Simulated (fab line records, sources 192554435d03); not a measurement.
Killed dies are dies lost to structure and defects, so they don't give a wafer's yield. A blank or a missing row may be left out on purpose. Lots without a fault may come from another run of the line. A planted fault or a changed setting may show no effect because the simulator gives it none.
Split-lot experiment | flow n5_finfet | 7 lots, 39 wafers read, on a route of 1938 steps

THE SPLIT
At N5_DUMMY_GATE_EXPOSE_12 (exposes mask GATE, target cd 25 nm), the setting dose_mj was moved away from the recipe's 34 on 18 of the 39 wafers read, by -6.9% to +7.5%. The other wafers ran this setting at the recipe's value.

FROM THE SPLIT TO THE READING: what the file shows between them, 11 steps
- N5_DUMMY_GATE_PEB_13: peb time 60 s
- N5_DUMMY_GATE_DEVELOP_14: develop time 30 s
- N5_DUMMY_GATE_CD_MEAS_15: target cd 25.8 nm
- N5_DUMMY_GATE_ETCH_37: etches SOC in N2/H2, target depth 60 nm, overetch 30 nm (also split here: source_w)
- N5_DUMMY_GATE_STRIP_38: strips in N2/H2
- N5_DUMMY_GATE_STRIP_39: strips in N2/H2
- N5_DUMMY_GATE_TRIM_49: chemistry O2, time 29 s, target cd 14 nm
- N5_DUMMY_GATE_STRIP_40: strips in CF4
- N5_DUMMY_GATE_ETCH_32: etches SiO2 in CF4, target depth 3.5 nm, time 3.9 s
- N5_DUMMY_GATE_ETCH_23: etches poly-Si in HBr/Cl2/O2, target depth 41 nm, time 22.3 s
- N5_DUMMY_GATE_ETCH_44: etches poly-Si in HBr/O2, stops on SiO2, target depth 127.5 nm

THE READING
cd_nm, in nm, at N5_DUMMY_GATE_CD_MEAS_24 (target cd 15 nm). Fault-free wafers of this fab line usually give 14.9 nm, standard deviation 0.43 nm.

wafer  | tool, chamber at the split | dose_mj as run | against the recipe | cd_nm, nm | against lot-mates on the recipe
L076.1 | euv_scanner-02, 0          | 34             | recipe             | 14.9      | -
L076.5 | euv_scanner-02, 0          | 34             | recipe             | 15.2      | -
L076.6 | euv_scanner-02, 0          | 34             | recipe             | 14.7      | -
L080.1 | euv_scanner-01, 0          | 31.64          | -6.9%              | 16.7      | +2.0
L080.2 | euv_scanner-01, 0          | 31.64          | -6.9%              | 17.0      | +2.3
L080.3 | euv_scanner-01, 0          | 34             | recipe             | 14.9      | -
L080.4 | euv_scanner-01, 0          | 34             | recipe             | 14.4      | -
L080.5 | euv_scanner-01, 0          | 31.64          | -6.9%              | 16.1      | +1.4
L080.6 | euv_scanner-01, 0          | 34             | recipe             | 14.8      | -
L081.1 | euv_scanner-02, 0          | 32.62          | -4.1%              | 16.1      | +1.1
L081.2 | euv_scanner-02, 0          | 34             | recipe             | 14.6      | -
L081.3 | euv_scanner-02, 0          | 32.62          | -4.1%              | 16.4      | +1.4
L081.4 | euv_scanner-02, 0          | 34             | recipe             | 15.9      | -
L081.5 | euv_scanner-02, 0          | 34             | recipe             | 14.6      | -
L081.6 | euv_scanner-02, 0          | 32.62          | -4.1%              | 16.7      | +1.7
L082.1 | euv_scanner-02, 0          | 35.03          | +3.0%              | 14.0      | -0.6
L082.2 | euv_scanner-02, 0          | 35.03          | +3.0%              | 13.3      | -1.3
L082.3 | euv_scanner-02, 0          | 34             | recipe             | 14.9      | -
L082.4 | euv_scanner-02, 0          | 35.03          | +3.0%              | 14.2      | -0.4
L082.5 | euv_scanner-02, 0          | 34             | recipe             | 14.5      | -
L082.6 | euv_scanner-02, 0          | 34             | recipe             | 14.5      | -
L085.1 | euv_scanner-02, 0          | 34             | recipe             | 14.9      | -
L085.2 | euv_scanner-02, 0          | 32.9           | -3.2%              | 15.7      | +0.4
L085.3 | euv_scanner-02, 0          | 32.9           | -3.2%              | 15.3      | +0.0
L085.4 | euv_scanner-02, 0          | 34             | recipe             | 15.9      | -
L085.5 | euv_scanner-02, 0          | 34             | recipe             | 15.1      | -
L085.6 | euv_scanner-02, 0          | 32.9           | -3.2%              | 15.7      | +0.4
L092.1 | euv_scanner-02, 0          | 34             | recipe             | 16.0      | -
L092.2 | euv_scanner-02, 0          | 36.56          | +7.5%              | 13.3      | -2.3
L092.3 | euv_scanner-02, 0          | 34             | recipe             | 15.4      | -
L092.4 | euv_scanner-02, 0          | 34             | recipe             | 15.5      | -
L092.5 | euv_scanner-02, 0          | 36.56          | +7.5%              | 13.6      | -2.0
L092.6 | euv_scanner-02, 0          | 36.56          | +7.5%              | 13.9      | -1.7
L096.1 | euv_scanner-02, 0          | 34             | recipe             | 14.9      | -
L096.2 | euv_scanner-02, 0          | 34             | recipe             | 14.5      | -
L096.3 | euv_scanner-02, 0          | 34             | recipe             | 14.7      | -
L096.4 | euv_scanner-02, 0          | 31.7           | -6.8%              | 15.8      | +1.1
L096.5 | euv_scanner-02, 0          | 31.7           | -6.8%              | 16.0      | +1.3
L096.6 | euv_scanner-02, 0          | 31.7           | -6.8%              | 16.0      | +1.3

THE FIT
A straight line over all 39 wafers: cd_nm changes by -0.21 nm for each +1% of dose_mj; r = -0.85; the points scatter about the line by 0.49 nm.
The same after taking each lot's own level away (the mean of its wafers on the recipe; 39 wafers): -0.247 nm for each +1%; r = -0.92; scatter 0.39 nm.
On that fit, the largest move of dose_mj shifts the reading by 1.9 nm.
The lots' own levels span 14.63 to 15.63 nm, that is 2.3 times the standard deviation above.
So the lot-to-lot level changes the slope: the two fits differ.
Check: with one of the wafers moved furthest among these (+7.5%) left out of the fit, the line predicts -1.84 nm for it against its lot-mates. It came out at -2.33 nm against them.

OTHER SPLITS ON THESE WAFERS
These wafers also went through other splits before the reading. Each is held against what the fit with the lots' levels taken away leaves over:
other split on the same wafers | wafers away from the commonest value | r with cd_nm (lot level and that fit taken away)
N5_FIN_SAQP_ETCH_34 source_w   | 12                                   | +0.05
N5_DUMMY_GATE_ETCH_37 source_w | 9                                    | -0.42

THE WHOLE CHAIN: every reading that the file lists as answering this split, in the file's order
step                     | what it does                                                   | reading                                                           | change (the file's fit)               | r (the file's)
N5_DUMMY_GATE_CD_MEAS_15 | target cd 25.8 nm                                              | cd_nm                                                             | -0.187 nm for each +1% of the setting | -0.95
N5_DUMMY_GATE_TRIM_49    | chemistry O2, time 29 s, target cd 14 nm                       | DUMMY_GATE.cd_nm (the simulator's own value, which no gauge read) | -0.233 nm for each +1% of the setting | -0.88
N5_DUMMY_GATE_ETCH_44    | etches poly-Si in HBr/O2, stops on SiO2, target depth 127.5 nm | DUMMY_GATE.cd_nm (the simulator's own value, which no gauge read) | -0.236 nm for each +1% of the setting | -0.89
N5_DUMMY_GATE_CD_MEAS_24 | target cd 15 nm                                                | cd_nm                                                             | -0.244 nm for each +1% of the setting | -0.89

THE FILE'S OWN FIT
cd_nm changes by -0.244 nm for each +1% of dose_mj, r = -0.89.
